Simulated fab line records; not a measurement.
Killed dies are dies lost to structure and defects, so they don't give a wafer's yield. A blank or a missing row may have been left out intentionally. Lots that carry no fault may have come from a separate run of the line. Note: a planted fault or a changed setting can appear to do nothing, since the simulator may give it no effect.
What tool caused it? | flow n5 finfet | Sampling: 11 lots, 33 wafers, 2 of 1938 route steps

== WHAT THE GAUGES SHOWED, per wafer ==
N5_MOL_CONTACT_COAG_OVL_MEAS_41.
lot  | measured     | on         | VD_OVL (nm)
L075 | day 5 09:09  | overlay-01 | 0.8 -0.3 0.5
L077 | day 5 20:00  | overlay-01 | 0.2 0.4 0.4
L079 | day 6 13:26  | overlay-01 | -0.3 0.1 0.9
L081 | day 6 22:59  | overlay-02 | 0.5 0.5 -1.2
L083 | day 7 07:31  | overlay-01 | 1.0 -0.4 0.9
L085 | day 7 23:18  | overlay-02 | 0.2 -0.4 0.6
L088 | day 8 17:21  | overlay-01 | -0.6 -0.1 0.5
L090 | day 9 03:08  | overlay-01 | 0.5 0.4 0.5
L092 | day 9 13:39  | overlay-02 | 0.4 0.1 0.4
L094 | day 10 06:43 | overlay-01 | -0.3 0.0 -0.4
L096 | day 10 16:18 | overlay-01 | 0.6 0.3 0.9

== EACH LOT AND THE TOOL THAT RAN IT (in order: tool; ch and the chambers of the sampled wafers; start) ==
lot  | N5_MOL_CONTACT_COAG_STRIP_96
L075 | rie diel-05 ch 0,1,2, day 5 08:25
L077 | rie diel-01 ch 0,1, day 5 19:22
L079 | rie diel-01 ch 1,2, day 6 12:42
L081 | rie diel-01 ch 0,2, day 6 22:15
L083 | rie diel-04 ch 1,3, day 7 06:22
L085 | rie diel-01 ch 0,1, day 7 22:34
L088 | rie diel-05 ch 1,2,3, day 8 16:43
L090 | rie diel-04 ch 0,1, day 9 02:23
L092 | rie diel-05 ch 0,1,3, day 9 12:55
L094 | rie diel-05 ch 0,2, day 10 06:04
L096 | rie diel-05 ch 0,2,3, day 10 15:41
- N5_MOL_CONTACT_COAG_STRIP_96: strips in N2/H2.

== THE ANSWER, worked out from the rows above alone ==
Rule: usual is defined by the lots themselves. Put in order of their means at a reading, lots are off if they are a third of the lots or fewer, leave a main group of 4 or more, and stand apart from it by a gap of 3 or more times the standard deviation of the main group's means; of several such gaps the widest counts. Not used: any main group whose means are identical at the precision the tables above print for the reading. Also off: a lot with no number at a reading for which 4 or more lots have one. Where the step has rows for the other lots, those lots are counted as sound.
Across all readings shown, no lot is off: no conclusion can be drawn from this.

== WHAT THE SIMULATOR HAD PUT IN ==
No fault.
